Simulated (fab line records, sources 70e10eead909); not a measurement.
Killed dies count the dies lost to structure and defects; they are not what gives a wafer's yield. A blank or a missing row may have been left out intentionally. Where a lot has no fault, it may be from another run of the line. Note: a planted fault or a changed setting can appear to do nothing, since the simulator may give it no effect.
fab line records	flow nandHarc
[record] lots = 6	wafers = 18	lastDay = 32
route steps=1302 shown A_M1@1181 END@1302
lots with no fault: from the same line, run without faults
startH: start of the lot's first displayed wafer, in hours after the record's first day	waitH: hours since the lot's step before	" the same as in the row above	L1.1+2: several wafers, shown together as one row	- no value, or no start was given	* or withheld: withheld	< > ~ a bound
route shown NAME@n: names a module that has steps shown in the file, with the first one's number in the route	usual: mean/standard deviation taken from wafers without a fault	same: alike in all rows	chamber/n: place in a boat	sites: each site's reading	_std_site: standard deviation across them	_edge_site: outer sites' mean less inner sites'	radiusMm: for every site, how far away it sits from the centre of the wafer	mask NAME#n: copy n	behind: the most recent tool/chamber to have shaped the wafer	hold: the reason the lot was held/the length of the hold in hours/how it ended	device: whichever transistor did not switch (one of n, p or np)	end of line: the tests these same wafers got at the end of their route	where a step has no rows: the recipe by itself	killed: dies lost to structure and defects at the first sort, not the wafer's yield	map: shows each die of a wafer: x if killed, . if not, _ if none is there
set.NAME: the setting that was run; set.NAME@STEP: the one run at that earlier step	model.NAME: the simulator's own value behind a step, which no gauge read
certain route steps with their lots: each step a table, each wafer a row
services: the hour from which a tool's chamber was out of use, counted from the record's first day as startH (under 0 if before that day), plus the number of hours and why
[[steps]]
[step NHARC_A_M1_INSPECT_11]
[usual] rawDefectCount = 88/36
lot.wafer	tool	chamber	startH	waitH	rawDefectCount
L105.1	defectInspect-01	-	604.88	0.0	26
L105.2	"	-	"	"	39
L105.6	"	-	"	"	35
L106.1	defectInspect-01	-	614.54	0.0	39
L106.2	"	-	"	"	43
L106.5	"	-	"	"	27
L110.4	defectInspect-02	-	648.62	0.0	98
L110.5	"	-	"	"	114
L110.6	"	-	"	"	86
L116.3	defectInspect-02	-	705.18	0.0	113
L116.4	"	-	"	"	107
L116.6	"	-	"	"	98
L115.1	defectInspect-02	-	705.90	0.0	87
L115.3	"	-	"	"	83
L115.5	"	-	"	"	83
L117.4	defectInspect-01	-	724.59	0.0	139
L117.5	"	-	"	"	129
L117.6	"	-	"	"	154
[step NHARC_A_M1_DESCUM_14]
[recipe] timeS = 3	o2FlowSccm = 200	arFlowSccm = 0	biasPowerW = 0	chemistry = O2
[usual] drypumpMotorCurrentA = 5.6/0.42	oesProductAu = 0.997/0.011	rfVppV = 57.8/0.91	showerheadPlenumPTorr = 1.93/0.081	throttleValvePct = 11.313/0.0096
lot.wafer	tool	chamber	startH	waitH	drypumpMotorCurrentA	oesProductAu	rfHoursCounterH	rfVppV	showerheadPlenumPTorr	throttleValvePct
L105.1	rieDiel-09	2	604.96	0.1	6.3	1.004	4	58.3	1.82	11.311
L105.2	"	3	"	"	5.7	0.995	4	57.2	2.00	11.317
L105.6	"	0	"	"	5.0	0.991	-	57.4	1.84	11.308
L106.1	rieDiel-09	0	614.61	0.1	5.0	0.992	4	58.4	1.84	11.314
L106.2	"	1	"	"	6.1	0.986	4	56.4	1.89	11.308
L106.5	"	0	"	"	4.9	0.998	-	57.4	1.84	11.315
L110.4	rieDiel-12	3	648.69	0.1	5.7	0.986	0	59.5	1.99	11.325
L110.5	"	2	"	"	5.0	1.004	-	57.1	1.98	11.300
L110.6	"	3	"	"	5.7	0.989	-	57.3	1.99	11.313
L116.4	rieDiel-09	3	705.26	0.1	5.8	0.998	1	58.9	2.00	11.305
L116.3	"	0	"	"	4.9	0.997	2	57.3	1.83	11.324
L116.6	"	2	"	"	6.3	0.978	-	56.6	1.82	11.304
L115.1	rieDiel-01	2	705.96	0.1	5.4	0.997	9	57.8	1.98	11.319
L115.3	"	0	"	"	5.5	1.004	9	57.4	1.83	11.299
L115.5	"	3	"	"	6.0	0.996	-	57.2	1.80	11.312
L117.4	rieDiel-12	0	724.65	0.1	5.3	0.997	3	58.4	1.98	11.321
L117.5	"	3	"	"	5.7	0.995	-	60.3	1.99	11.310
L117.6	"	0	"	"	5.3	0.996	-	57.7	1.98	11.318
[step NHARC_A_M1_ETCH_35]
[recipe] targetDepthA = 400	overetchA = 120	timeS = 43.94	ionEnergyEv = 200	n2FlowSccm = 150	h2FlowSccm = 150	arFlowSccm = 0	rfW = 400	biasW = 150	chemistry = N2/H2
[usual] drypumpMotorCurrentA = 5.6/0.42	oesProductAu = 0.999/0.011	rfVppV = 431.1/2.7	showerheadPlenumPTorr = 2.06/0.092	throttleValvePct = 14.171/0.0095
lot.wafer	tool	chamber	startH	waitH	drypumpMotorCurrentA	oesProductAu	rfHoursCounterH	rfVppV	showerheadPlenumPTorr	throttleValvePct
L105.1	rieDiel-09	1	605.02	0.1	6.1	0.995	4	429.3	2.02	14.172
L105.2	"	3	"	"	5.7	1.006	4	432.1	2.14	14.170
L105.6	"	1	"	"	6.1	0.990	-	431.7	2.02	14.167
L106.1	rieDiel-09	1	614.69	0.1	6.1	0.979	4	431.0	2.02	14.171
L106.2	"	2	"	"	6.3	1.006	5	428.6	1.94	14.165
L106.5	"	1	"	"	6.1	0.978	-	429.8	2.02	14.182
L110.4	rieDiel-12	0	648.76	0.1	5.3	0.998	0	432.3	2.12	14.172
L110.6	"	0	"	"	5.3	1.012	-	432.6	2.12	14.169
L110.5	"	1	"	"	5.7	1.011	-	433.9	2.18	14.166
L116.4	rieDiel-09	3	705.33	0.1	5.8	1.007	1	433.3	2.14	14.164
L116.3	"	0	"	"	4.9	0.996	2	428.2	1.95	14.160
L116.6	"	2	"	"	6.3	0.995	-	428.0	1.94	14.170
L115.3	rieDiel-01	3	706.05	0.1	6.0	0.987	6	426.1	1.91	14.153
L115.1	"	0	"	"	5.5	0.996	9	429.0	1.95	14.191
L115.5	"	3	"	"	6.0	0.990	-	427.2	1.91	14.180
L117.4	rieDiel-12	1	724.75	0.1	5.7	1.020	3	435.4	2.18	14.189
L117.6	"	2	"	"	5.0	1.012	-	433.4	2.12	14.160
L117.5	"	3	"	"	5.7	0.998	-	433.9	2.13	14.179
[step NHARC_A_M1_ETCH_15]
[recipe] targetDepthA = 1825	timeS = 91.2	c4f8FlowSccm = withheld	arFlowSccm = 400	rfW = 600	biasW = 300	chemistry = C4F8/Ar
[step NHARC_A_M1_CD_MEAS_16]
[usual] cdNm = 120.1/1.1
lot.wafer	tool	chamber	startH	waitH	cdNm
L105.1	cdSem-01	-	605.24	-	118.2
L105.2	"	-	"	"	120.2
L105.6	"	-	"	"	120.9
L106.1	cdSem-03	-	614.90	-	120.6
L106.2	"	-	"	"	121.6
L106.5	"	-	"	"	122.3
L110.4	cdSem-01	-	648.99	-	121.3
L110.5	"	-	"	"	118.3
L110.6	"	-	"	"	121.0
L116.3	cdSem-01	-	705.55	-	119.7
L116.4	"	-	"	"	121.6
L116.6	"	-	"	"	119.5
L115.1	cdSem-03	-	706.27	-	120.7
L115.3	"	-	"	"	119.9
L115.5	"	-	"	"	119.6
L117.4	cdSem-03	-	724.96	-	118.5
L117.5	"	-	"	"	120.1
L117.6	"	-	"	"	120.5
[step NHARC_A_M1_STRIP_18]
[recipe] powerW = 1000	n2FlowSccm = 150	h2FlowSccm = 150	arFlowSccm = 0	biasW = 0	chemistry = N2/H2
[step NHARC_A_M1_ETCH_28]
[recipe] targetDepthA = 300	overEtchFrac = 0.3	timeS = 72.99	ionEnergyEv = 150	cf4FlowSccm = 50	n2FlowSccm = 100	arFlowSccm = 150	rfW = 300	biasW = 100	chemistry = CF4/N2
[step NHARC_A_M1_STRIP_19]
[recipe] timeS = 600	tempC = 30	chemistry = postEtchResidueRemover
[step NHARC_A_M1_DEGAS_29]
[recipe] tempC = 250	timeS = 60
[usual] heaterPowerW = 346/38
lot.wafer	tool	chamber	startH	waitH	heaterPowerW
L105.1	pvdSputter-02	-	605.96	-	356
L105.2	"	-	"	"	332
L105.6	"	-	"	"	348
L106.1	pvdSputter-01	-	615.62	-	311
L106.2	"	-	"	"	290
L106.5	"	-	"	"	312
L110.4	pvdSputter-03	-	649.69	-	325
L110.6	"	-	"	"	322
L110.5	"	-	"	"	381
L116.4	pvdSputter-01	-	706.27	-	297
L116.3	"	-	"	"	338
L116.6	"	-	"	"	310
L115.1	pvdSputter-01	-	707.04	-	323
L115.3	"	-	"	"	303
L115.5	"	-	"	"	328
L117.4	pvdSputter-01	-	725.67	-	385
L117.5	"	-	"	"	307
L117.6	"	-	"	"	300
[step NHARC_A_M1_PRE_CLEAN_30]
[recipe] timeS = 30	tempC = 280	gas = H2/He
[step NHARC_A_M1_PVD_20]
[recipe] targetThkA = 50	biasV = 168.6	powerW = 15000	chamberPressurePa = 0.12	timeS = 8.06	substrateTempC = 50	material = TaN
[usual] cathodeDcPowerW = 15000/2.5	throttleValvePct = 30.4/0.93
lot.wafer	tool	chamber	startH	waitH	cathodeDcPowerW	throttleValvePct
L105.2	pvdSputter-02	-	-	-	15002	29.4
L105.1	"	-	"	"	15002	30.0
L105.6	"	-	"	"	14999	29.4
L106.2	pvdSputter-01	-	-	-	15001	28.1
L106.1	"	-	"	"	15003	31.4
L106.5	"	-	"	"	14999	30.5
L110.4	pvdSputter-03	-	-	-	15000	30.1
L110.5	"	-	"	"	14999	30.7
L110.6	"	-	"	"	15001	31.8
L116.4	pvdSputter-01	-	-	-	15000	31.4
L116.3	"	-	"	"	15002	30.1
L116.6	"	-	"	"	14997	30.0
L115.1	pvdSputter-01	-	-	-	14997	30.4
L115.3	"	-	"	"	15001	28.4
L115.5	"	-	"	"	14997	29.8
L117.4	pvdSputter-01	-	-	-	14998	31.5
L117.6	"	-	"	"	14994	29.8
L117.5	"	-	"	"	15002	30.4
[step NHARC_A_M1_PVD_21]
[recipe] targetThkA = 300	chamberPressurePa = 5	powerW = 5000	substrateTempC = 30	timeS = 20.49	material = Cu
[step NHARC_A_M1_ECD_22]
[recipe] targetThkA = 4000	bathTempC = 25	material = Cu
[usual] bathHeatDutyPct = 6.3/0.57	bathTempC = 25.00/0.096
lot.wafer	tool	chamber	startH	waitH	bathHeatDutyPct	bathTempC
L105.2	ecdCu-02	0	606.31	-	-	-
L105.1	"	1	"	"	-	-
L105.6	"	0	"	"	-	-
L106.1	ecdCu-02	1	615.98	-	-	-
L106.2	"	0	"	"	-	-
L106.5	"	0	"	"	-	-
L110.4	ecdCu-01	1	650.21	-	5.6	25.07
L110.5	"	0	"	"	7.1	25.07
L110.6	"	1	"	"	5.3	24.98
L116.4	ecdCu-01	0	706.72	-	5.9	25.04
L116.3	"	1	"	"	6.4	24.98
L116.6	"	1	"	"	5.6	25.02
L115.1	ecdCu-02	1	707.40	-	6.6	25.11
L115.3	"	0	"	"	6.0	25.14
L115.5	"	1	"	"	5.7	24.97
L117.4	ecdCu-01	0	726.12	-	6.5	25.00
L117.5	"	0	"	"	6.4	24.82
L117.6	"	1	"	"	6.7	25.04
[step NHARC_A_M1_ANNEAL_31]
[recipe] tempC = 225	timeS = 90
[usual] wafer_temp_C_max = 226.0/0.35
lot.wafer	tool	chamber	startH	waitH	wafer_temp_C_max
L105.1	rtpAnneal-02	0	606.69	0.3	225.6
L105.2	"	0	"	"	225.9
L105.6	"	0	"	"	225.5
L106.1	rtpAnneal-01	0	616.35	0.3	225.8
L106.2	"	0	"	"	226.4
L106.5	"	0	"	"	225.9
L110.4	rtpAnneal-01	0	650.59	0.3	226.0
L110.5	"	0	"	"	226.3
L110.6	"	0	"	"	226.7
L116.3	rtpAnneal-01	0	707.10	-	226.8
L116.4	"	0	"	"	226.6
L116.6	"	0	"	"	226.5
L115.1	rtpAnneal-01	0	707.78	0.3	226.4
L115.3	"	0	"	"	226.6
L115.5	"	0	"	"	226.5
L117.4	rtpAnneal-02	0	726.56	0.4	225.7
L117.5	"	0	"	"	225.7
L117.6	"	0	"	"	225.6
[step NHARC_A_M1_CMP_23]
[recipe] tOverpolishS = 20	targetThkNm = 154.34
[usual] motorCurrentA = 11.8/1.1	timeToEndpointS = 27/3.2
lot.wafer	tool	chamber	startH	waitH	motorCurrentA	timeToEndpointS
L105.1	cmp-04	2	607.04	-	14.5	0
L105.2	"	3	"	"	10.9	0
L105.6	"	3	"	"	11.4	0
L106.1	cmp-02	0	616.70	-	11.0	0
L106.2	"	3	"	"	10.0	0
L106.5	"	1	"	"	11.7	0
L110.4	cmp-04	3	650.84	-	10.9	23
L110.5	"	1	"	"	12.5	29
L110.6	"	2	"	"	14.4	22
L116.4	cmp-03	1	707.34	-	11.1	27
L116.3	"	0	"	"	12.7	27
L116.6	"	1	"	"	10.3	26
L115.1	cmp-02	3	708.15	-	9.7	22
L115.3	"	1	"	"	11.2	22
L115.5	"	2	"	"	12.7	26
L117.4	cmp-02	0	726.77	-	12.0	28
L117.5	"	3	"	"	9.5	24
L117.6	"	0	"	"	11.1	29
[step NHARC_A_M1_THK_MEAS_24]
[recipe] thkMeasGauge = xrf
[usual] thkNm = 154.0/1.5
lot.wafer	tool	chamber	startH	waitH	thkNm
L105.1	filmMetro-02	-	607.35	-	30.3
L105.2	"	-	"	"	30.5
L105.6	"	-	"	"	27.2
L106.1	filmMetro-01	-	617.02	-	30.9
L106.2	"	-	"	"	31.2
L106.5	"	-	"	"	31.6
L110.4	filmMetro-01	-	651.10	-	152.7
L110.5	"	-	"	"	155.7
L110.6	"	-	"	"	152.4
L116.3	filmMetro-01	-	707.65	-	153.8
L116.4	"	-	"	"	153.6
L116.6	"	-	"	"	154.7
L115.1	filmMetro-01	-	708.44	-	153.0
L115.3	"	-	"	"	153.4
L115.5	"	-	"	"	153.1
L117.4	filmMetro-01	-	727.06	-	152.6
L117.5	"	-	"	"	152.5
L117.6	"	-	"	"	153.9
[step NHARC_A_M1_SRD_25]
[step NHARC_END_SORT_01]
[recipe] tempC = 25
[usual] killedAtArray = 56/19	killedAtOther = 0.6/1	killedAtPeriphery = 3.9/2.7	killedDies = 61/19	killedOpen = 3.3/1.9	killedShort = 2.4/1.7
[same] grossDies = 677
lot.wafer	tool	chamber	startH	waitH	killedAtArray	killedAtOther	killedAtPeriphery	killedDies	killedOpen	killedShort
L105.1	prober-02	0	638.05	2.6	672	0	5	677	1	2
L105.2	prober-02	0	638.85	2.8	673	0	4	677	4	1
L105.6	prober-02	0	642.03	4.0	673	0	4	677	5	4
L106.1	prober-01	0	653.02	2.5	676	0	1	677	1	4
L106.2	prober-01	0	653.83	2.8	672	1	4	677	6	1
L106.5	prober-01	0	656.26	3.7	672	0	5	677	5	2
// killed by level:class
L105.1 A_M1:areaEcd=649 A_CHANNEL_HOLE_D2:chamberFilmFlake=7 P_GATE:chamberFilmFlake=3 A_CHANNEL_HOLE_D1:chamberFilmFlake=3 A_CHANNEL_FILL_D1:chamberFilmFlake=3 A_WL_FILL:chamberFilmFlake=3 A_DECK1_JOINT:chamberFilmFlake=2 A_STAIRCASE:chamberFilmFlake=2
L105.2 A_M1:areaEcd=641 A_CHANNEL_HOLE_D2:chamberFilmFlake=8 A_DECK1_JOINT:chamberFilmFlake=5 A_CHANNEL_HOLE_D1:chamberFilmFlake=4 A_SLIT:chamberFilmFlake=4 P_GATE:chamberFilmFlake=3 A_CHANNEL_FILL_D2:geometricParticle:open=2 A_WL_FILL:chamberFilmFlake=2
L105.6 A_M1:areaEcd=635 A_CHANNEL_HOLE_D2:chamberFilmFlake=16 A_CHANNEL_FILL_D1:chamberFilmFlake=3 A_CONTACT:chamberFilmFlake=3 A_ONON_D1:geometricParticle:open=2 A_CHANNEL_FILL_D2:geometricParticle:short=2 P_GATE:chamberFilmFlake=2 A_ZERO_WELL:chamberFilmFlake=2
L106.1 A_M1:areaEcd=640 A_CHANNEL_HOLE_D2:chamberFilmFlake=17 A_CHANNEL_HOLE_D1:chamberFilmFlake=5 A_SLIT:chamberFilmFlake=4 A_CHANNEL_FILL_D2:geometricParticle:short=3 A_CHANNEL_FILL_D2:chamberFilmFlake=3 P_GATE:geometricParticle:open=1 A_WL_FILL:geometricParticle:short=1
L106.2 A_M1:areaEcd=644 A_CHANNEL_HOLE_D2:chamberFilmFlake=12 A_CHANNEL_FILL_D2:chamberFilmFlake=4 A_CHANNEL_HOLE_D1:chamberFilmFlake=3 A_SLIT:chamberFilmFlake=3 A_WL_FILL:geometricParticle:open=2 P_GATE:geometricParticle:open=1 P_CONTACT:geometricParticle:open=1
L106.5 A_M1:areaEcd=648 A_CHANNEL_HOLE_D2:chamberFilmFlake=11 A_CHANNEL_HOLE_D1:chamberFilmFlake=3 A_DECK1_JOINT:chamberFilmFlake=3 A_CHANNEL_FILL_D2:chamberFilmFlake=3 P_CONTACT:geometricParticle:open=2 A_M0:geometricParticle:open=2 P_M0:geometricParticle:open=1
// map L105.1 (x killed, . not)
____________x____________
_________xxxxxxx_________
_______xxxxxxxxxxx_______
______xxxxxxxxxxxxx______
_____xxxxxxxxxxxxxxx_____
____xxxxxxxxxxxxxxxxx____
____xxxxxxxxxxxxxxxxx____
___xxxxxxxxxxxxxxxxxxx___
___xxxxxxxxxxxxxxxxxxx___
__xxxxxxxxxxxxxxxxxxxxx__
__xxxxxxxxxxxxxxxxxxxxx__
_xxxxxxxxxxxxxxxxxxxxxxx_
_xxxxxxxxxxxxxxxxxxxxxxx_
_xxxxxxxxxxxxxxxxxxxxxxx_
_xxxxxxxxxxxxxxxxxxxxxxx_
_xxxxxxxxxxxxxxxxxxxxxxx_
xxxxxxxxxxxxxxxxxxxxxxxxx
xxxxxxxxxxxxxxxxxxxxxxxxx
xxxxxxxxxxxxxxxxxxxxxxxxx
xxxxxxxxxxxxxxxxxxxxxxxxx
xxxxxxxxxxxxxxxxxxxxxxxxx
_xxxxxxxxxxxxxxxxxxxxxxx_
_xxxxxxxxxxxxxxxxxxxxxxx_
_xxxxxxxxxxxxxxxxxxxxxxx_
_xxxxxxxxxxxxxxxxxxxxxxx_
_xxxxxxxxxxxxxxxxxxxxxxx_
__xxxxxxxxxxxxxxxxxxxxx__
__xxxxxxxxxxxxxxxxxxxxx__
___xxxxxxxxxxxxxxxxxxx___
___xxxxxxxxxxxxxxxxxxx___
____xxxxxxxxxxxxxxxxx____
____xxxxxxxxxxxxxxxxx____
_____xxxxxxxxxxxxxxx_____
______xxxxxxxxxxxxx______
_______xxxxxxxxxxx_______
_________xxxxxxx_________
____________x____________
// map L106.1 (x killed, . not)
____________x____________
_________xxxxxxx_________
_______xxxxxxxxxxx_______
______xxxxxxxxxxxxx______
_____xxxxxxxxxxxxxxx_____
____xxxxxxxxxxxxxxxxx____
____xxxxxxxxxxxxxxxxx____
___xxxxxxxxxxxxxxxxxxx___
___xxxxxxxxxxxxxxxxxxx___
__xxxxxxxxxxxxxxxxxxxxx__
__xxxxxxxxxxxxxxxxxxxxx__
_xxxxxxxxxxxxxxxxxxxxxxx_
_xxxxxxxxxxxxxxxxxxxxxxx_
_xxxxxxxxxxxxxxxxxxxxxxx_
_xxxxxxxxxxxxxxxxxxxxxxx_
_xxxxxxxxxxxxxxxxxxxxxxx_
xxxxxxxxxxxxxxxxxxxxxxxxx
xxxxxxxxxxxxxxxxxxxxxxxxx
xxxxxxxxxxxxxxxxxxxxxxxxx
xxxxxxxxxxxxxxxxxxxxxxxxx
xxxxxxxxxxxxxxxxxxxxxxxxx
_xxxxxxxxxxxxxxxxxxxxxxx_
_xxxxxxxxxxxxxxxxxxxxxxx_
_xxxxxxxxxxxxxxxxxxxxxxx_
_xxxxxxxxxxxxxxxxxxxxxxx_
_xxxxxxxxxxxxxxxxxxxxxxx_
__xxxxxxxxxxxxxxxxxxxxx__
__xxxxxxxxxxxxxxxxxxxxx__
___xxxxxxxxxxxxxxxxxxx___
___xxxxxxxxxxxxxxxxxxx___
____xxxxxxxxxxxxxxxxx____
____xxxxxxxxxxxxxxxxx____
_____xxxxxxxxxxxxxxx_____
______xxxxxxxxxxxxx______
_______xxxxxxxxxxx_______
_________xxxxxxx_________
____________x____________
[[services]]
tool	chamber	startH	hours	kind
pvdSputter-01	-	582.00	10.0	pm
ecdCu-02	-	596.28	8.0	pm
cmp-04	-	601.78	4.0	pm
rieDiel-09	0	604.11	-	clean
rieDiel-09	1	604.11	-	clean
rieDiel-09	2	604.11	-	clean
rieDiel-09	3	604.11	-	clean
cmp-03	-	611.68	0.8	repair
rieDiel-12	-	622.40	9.0	pm
cmp-02	-	624.50	4.0	pm
cmp-03	-	634.91	1.9	repair
cmp-04	-	637.45	1.7	repair
rieDiel-09	0	641.33	5.1	repair
pvdSputter-02	-	643.50	10.0	pm
cmp-03	-	659.21	4.0	pm
cmp-02	-	661.92	0.9	repair
rieDiel-09	-	674.11	9.0	pm
ecdCu-01	-	688.22	8.0	pm
pvdSputter-03	-	691.78	1.4	repair
cmp-04	-	699.85	4.0	pm
pvdSputter-03	-	704.01	10.0	pm
rieDiel-09	2	705.86	4.5	repair
cmp-03	-	707.60	0.9	repair
cmp-02	-	722.50	4.0	pm
[[key]]
[firstSign] step = NHARC_A_M1_ECD_22	reading = toolRecord	direction = missing
[effect] step = NHARC_A_M1_CMP_23	reading = timeToEndpointS	direction = down	sigmas = 8.4	usual = *	struck = *
[effect] step = NHARC_A_M1_THK_MEAS_24	reading = thkNm	direction = down	sigmas = 83	usual = 154.0	struck = 30.3
[effect] step = NHARC_END_SORT_01	reading = killedDies	direction = up	sigmas = 33	usual = 61	struck = 677
[moreKillsBornAt] NHARC_A_M1_ECD_22@ecdCu-02 = 3857
metAt NHARC_A_M1_ECD_22
struckWafers L105.1,L105.2,L105.6,L106.1,L106.2,L106.5
laterRowsLeftOut L105.1,L105.2,L105.6,L106.1,L106.2,L106.5
testerLeftOut L105
[earlierFault] kind = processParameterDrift	tool = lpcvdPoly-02	chamber = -	onsetH = 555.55	steps = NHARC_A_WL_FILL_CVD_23	channel = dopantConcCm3	offset = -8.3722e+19	shape = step	actsIn = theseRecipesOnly	stated = 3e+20
[earlierFault] kind = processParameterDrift	tool = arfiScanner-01	chamber = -	onsetH = 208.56	steps = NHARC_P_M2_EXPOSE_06	channel = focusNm	offset = 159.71	spreadByWafer = 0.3	shape = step
[fault] kind = skippedStepWhole	tool = ecdCu-02	chamber = -	onsetH = 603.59	steps = NHARC_A_M1_ECD_22	scope = struckLotsOnly
// testerLeftOut: of these lots the tester's yield and bins aren't shown, on N5 and GAA mostly nor the transistor test; their killed dies are dies lost to structure and defects alone, not to doping, threshold or leakage, so they don't give the yield
// laterRowsLeftOut: the simulator's readings of these wafers behind a module that went badly wrong aren't trusted and aren't shown, but for the sort
